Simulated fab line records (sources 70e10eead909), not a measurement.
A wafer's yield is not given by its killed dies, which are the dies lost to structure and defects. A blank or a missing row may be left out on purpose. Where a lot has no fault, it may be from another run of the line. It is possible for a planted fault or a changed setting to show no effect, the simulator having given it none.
What tool caused it?    flow nand_harc    Sampling: 11 lots, 33 wafers, 5 of 1302 route steps

## WHAT EACH GAUGE READ, for each wafer
NHARC_END_SORT_01. Usual: killed_at_array 59, standard deviation 24; killed_at_other 0.7, standard deviation 1.2; killed_at_periphery 3.5, standard deviation 2.6; killed_dies 63, standard deviation 24; killed_open 3.2, standard deviation 2.1; killed_short 2.4, standard deviation 1.5.
lot   measured      on         killed_at_array  killed_at_other  killed_at_periphery  killed_dies  killed_open  killed_short  flag
L767  day 30 12:39  prober-01  672 672 668      0 1 2            5 4 7                677 677 677  2 5 4        3 3 3         OFF
L766  day 30 12:40  prober-02  676 676 675      0 0 0            1 1 2                677 677 677  3 4 2        2 3 2         OFF

## TOOL THAT RAN EACH LOT (tool first, then ch and the chambers of the sampled wafers, then the start)
lot   NHARC_A_STAIRCASE_ETCH_292          NHARC_A_STAIRCASE_ETCH_313          NHARC_A_STAIRCASE_ETCHBACK_416                 NHARC_A_STAIRCASE_DEP_151
L752  rie_diel-05 ch 0,1,2, day 17 00:36  rie_diel-05 ch 0,1,3, day 17 12:43  rie_diel-13 ch 2,3, day 18 07:28 or earlier    pecvd-03 ch 0,2, day 18 07:28
L753  rie_diel-05 ch 0,1,3, day 17 10:57  rie_diel-05 ch 0,2, day 17 17:33    rie_diel-13 ch 0,1,2, day 18 11:16 or earlier  pecvd-03 ch 0,1,2, day 18 11:16
L754  rie_diel-01 ch 0,2,3, day 17 15:52  rie_diel-13 ch 0,2,3, day 17 23:06  rie_diel-01 ch 0,1,3, day 18 11:22 or earlier  pecvd-04 ch 1,2, day 18 11:22
L755  rie_diel-13 ch 0,1, day 17 19:25    rie_diel-01 ch 0,2, day 18 03:29    rie_diel-13 ch 0,2,3, day 18 18:37 or earlier  pecvd-03 ch 0,1,2, day 18 18:37
L756  rie_diel-13 ch 0,2,3, day 18 00:54  rie_diel-01 ch 0,3, day 18 06:35    rie_diel-05 ch 2,3, day 18 18:31 or earlier    pecvd-04 ch 0,1,2, day 18 18:31
L758  rie_diel-01 ch 0,2, day 19 14:04    rie_diel-01 ch 1,2, day 19 19:18    rie_diel-05 ch 1,3, day 20 09:44 or earlier    pecvd-04 ch 1,2, day 20 09:44
L765  rie_diel-13 ch 0,2,3, day 22 07:01  rie_diel-01 ch 1,2, day 22 16:10    rie_diel-01 ch 1,3, day 23 10:13 or earlier    pecvd-04 ch 0,1, day 23 10:13
L767  rie_diel-01 ch 0,1,3, day 22 21:08  rie_diel-01 ch 0,1,2, day 23 04:30  rie_diel-13 ch 1,2, day 23 19:53 or earlier    pecvd-02 ch 0,2, day 23 19:53
L766  rie_diel-01 ch 0,1,2, day 22 23:02  rie_diel-01 ch 1,3, day 23 04:35    rie_diel-13 ch 0,2, day 23 19:58 or earlier    pecvd-04 ch 1,2, day 23 19:58
L769  rie_diel-13 ch 2,3, day 24 06:04    rie_diel-05 ch 1,3, day 24 14:17    rie_diel-05 ch 0,2,3, day 25 09:44 or earlier  pecvd-04 ch 1,2, day 25 09:44
L775  rie_diel-05 ch 1,2,3, day 26 19:31  rie_diel-13 ch 0,3, day 27 01:01    rie_diel-05 ch 1,2,3, day 27 15:55 or earlier  pecvd-02 ch 0,1,2, day 27 15:55
- NHARC_A_STAIRCASE_ETCH_292: etches the open film in CF4/CHF3.
- NHARC_A_STAIRCASE_ETCH_313: etches the open film in CF4/CHF3.
- NHARC_A_STAIRCASE_ETCHBACK_416: etches the open film in C4F8/O2/Ar, target depth 36 nm, time 7.2 s.
- NHARC_A_STAIRCASE_DEP_151: deposits SiO2, target thk 7200 nm.

## AS READ BY THE TOOLS THEMSELVES (means over the sampled wafers that have a number; for cases with no such wafer, the mark the record gives instead)
NHARC_A_STAIRCASE_ETCH_292. Usual: bias_w is 200.0 W with standard deviation 0.65, cf4_flow_sccm is 100.0 sccm with standard deviation 0.35, drypump_motor_current_A is 5.6 A with standard deviation 0.4, oes_product_au is 0.938 a.u. with standard deviation 0.02, rf_vpp_V is 370.9 V with standard deviation 2.6, showerhead_plenum_p_Torr is 1.58 Torr with standard deviation 0.073, and throttle_valve_pct is 16.802 % with standard deviation 0.0097.
lot   tool         bias_w (W)  cf4_flow_sccm (sccm)  drypump_motor_current_A (A)  oes_product_au (a.u.)  rf_vpp_V (V)  showerhead_plenum_p_Torr (Torr)  throttle_valve_pct (%)  flag
L752  rie_diel-05  200.4       100.0                 5.8                          0.973                  369.7         1.55                             16.797                  
L753  rie_diel-05  200.3       100.2                 5.4                          0.935                  370.7         1.60                             16.797                  
L754  rie_diel-01  200.0       99.9                  5.5                          0.976                  372.4         1.60                             16.794                  
L755  rie_diel-13  200.3       100.1                 5.4                          0.924                  369.5         1.51                             16.804                  
L756  rie_diel-13  200.1       99.9                  5.5                          0.916                  369.0         1.53                             16.798                  
L758  rie_diel-01  200.0       100.0                 5.8                          0.929                  372.4         1.64                             16.801                  
L765  rie_diel-13  200.4       100.1                 5.5                          0.965                  368.4         1.52                             16.802                  
L767  rie_diel-01  199.9       100.0                 5.6                          0.935                  372.0         1.59                             16.808                  
L766  rie_diel-01  200.7       100.0                 5.8                          0.924                  372.9         1.63                             16.806                  
L769  rie_diel-13  200.1       99.8                  5.7                          0.938                  369.4         1.53                             16.799                  
L775  rie_diel-05  199.8       100.2                 5.7                          0.927                  371.5         1.59                             16.794                  

NHARC_A_STAIRCASE_ETCH_313. Usual: bias_w is 199.9 W with standard deviation 0.63, cf4_flow_sccm is 100.0 sccm with standard deviation 0.35, drypump_motor_current_A is 5.6 A with standard deviation 0.42, oes_product_au is 0.929 a.u. with standard deviation 0.013, rf_vpp_V is 370.8 V with standard deviation 2.7, showerhead_plenum_p_Torr is 1.58 Torr with standard deviation 0.076, and throttle_valve_pct is 16.802 % with standard deviation 0.0082.
lot   tool         bias_w (W)  cf4_flow_sccm (sccm)  drypump_motor_current_A (A)  oes_product_au (a.u.)  rf_vpp_V (V)  showerhead_plenum_p_Torr (Torr)  throttle_valve_pct (%)  flag
L752  rie_diel-05  199.7       99.7                  5.4                          0.932                  371.4         1.60                             16.799                  
L753  rie_diel-05  199.9       99.8                  6.2                          0.927                  369.3         1.54                             16.810                  
L754  rie_diel-13  200.1       100.0                 5.5                          0.922                  369.0         1.53                             16.804                  
L755  rie_diel-01  199.5       100.3                 5.7                          0.933                  372.1         1.64                             16.801                  
L756  rie_diel-01  200.0       100.3                 5.3                          0.929                  370.6         1.57                             16.794                  
L758  rie_diel-01  200.5       100.1                 6.1                          0.931                  373.7         1.67                             16.803                  
L765  rie_diel-01  199.7       100.2                 6.1                          0.940                  374.2         1.66                             16.802                  
L767  rie_diel-01  -           -                     -                            -                      -             -                                -                       OFF
L766  rie_diel-01  -           -                     -                            -                      -             -                                -                       OFF
L769  rie_diel-05  199.6       100.0                 5.2                          0.926                  368.4         1.53                             16.799                  
L775  rie_diel-13  200.6       100.0                 5.4                          0.920                  367.1         1.48                             16.801                  

NHARC_A_STAIRCASE_ETCHBACK_416. Usual: bias_w 799.8 W, standard deviation 2.4; oes_product_au 0.94 a.u., standard deviation 0.032; rf_vpp_V 723 V, standard deviation 4.8.
lot   tool         bias_w (W)  oes_product_au (a.u.)  rf_vpp_V (V)  flag
L752  rie_diel-13  798.7       0.93                   722           
L753  rie_diel-13  800.6       0.92                   720           
L754  rie_diel-01  800.2       0.93                   725           
L755  rie_diel-13  801.0       0.93                   721           
L756  rie_diel-05  799.9       1.00                   723           
L758  rie_diel-05  798.3       0.93                   723           
L765  rie_diel-01  802.0       0.94                   725           
L767  rie_diel-13  799.4       1.00                   720           
L766  rie_diel-13  799.4       1.00                   720           
L769  rie_diel-05  802.1       0.92                   724           
L775  rie_diel-05  798.8       0.93                   725           

NHARC_A_STAIRCASE_DEP_151. Usual: heater_power_w 674 W, standard deviation 110; susceptor_temp_C 399.98 C, standard deviation 0.23.
lot   tool      heater_power_w (W)  susceptor_temp_C (C)  flag
L752  pecvd-03  523                 400.01                
L753  pecvd-03  588                 399.87                
L754  pecvd-04  633                 399.94                
L755  pecvd-03  653                 400.23                
L756  pecvd-04  705                 399.99                
L758  pecvd-04  698                 400.08                
L765  pecvd-04  765                 400.02                
L767  pecvd-02  811                 399.87                
L766  pecvd-04  769                 399.91                
L769  pecvd-04  726                 399.94                
L775  pecvd-02  791                 400.13                

## THE ANSWER, worked out from the rows above alone
Rule: a lot counts as off when the mean over its wafers that have a number is more than 3 standard deviations away from the usual mean. Also off: a lot with no number at a reading for which 4 or more lots have one. The other lots that the step has rows for count as sound. Order of review: gauges by route order, followed by the tools' own readings, for which a lot's mean as printed above is used. The first step at which some lot is off is used, and at that step the reading that is off furthest; a lot without a number counts as furthest.
Off: L767, L766 (NHARC_END_SORT_01, killed_at_array). Neither off nor sound, because the step has no rows for them: L752, L753, L754, L755, L756, L758, L765, L769, L775.
If a tool, at a process step before that reading, ran all the lots that are off and no sound lot after the first of them, it fits. The gauges at NHARC_END_SORT_01 aren't tried: what is off there is off at NHARC_A_STAIRCASE_ETCH_313 too, on other tools, and a gauge's error can't cause that. NHARC_A_STAIRCASE_ETCHBACK_416 gives no start for some lots, so the hours and the order of its lots are those of NHARC_A_STAIRCASE_DEP_151. Undecided on this evidence; 2 tools fit (rie_diel-01 at NHARC_A_STAIRCASE_ETCH_292 and NHARC_A_STAIRCASE_ETCH_313, rie_diel-13 at NHARC_A_STAIRCASE_ETCHBACK_416).

## WHAT HAD BEEN PUT IN BY THE SIMULATOR
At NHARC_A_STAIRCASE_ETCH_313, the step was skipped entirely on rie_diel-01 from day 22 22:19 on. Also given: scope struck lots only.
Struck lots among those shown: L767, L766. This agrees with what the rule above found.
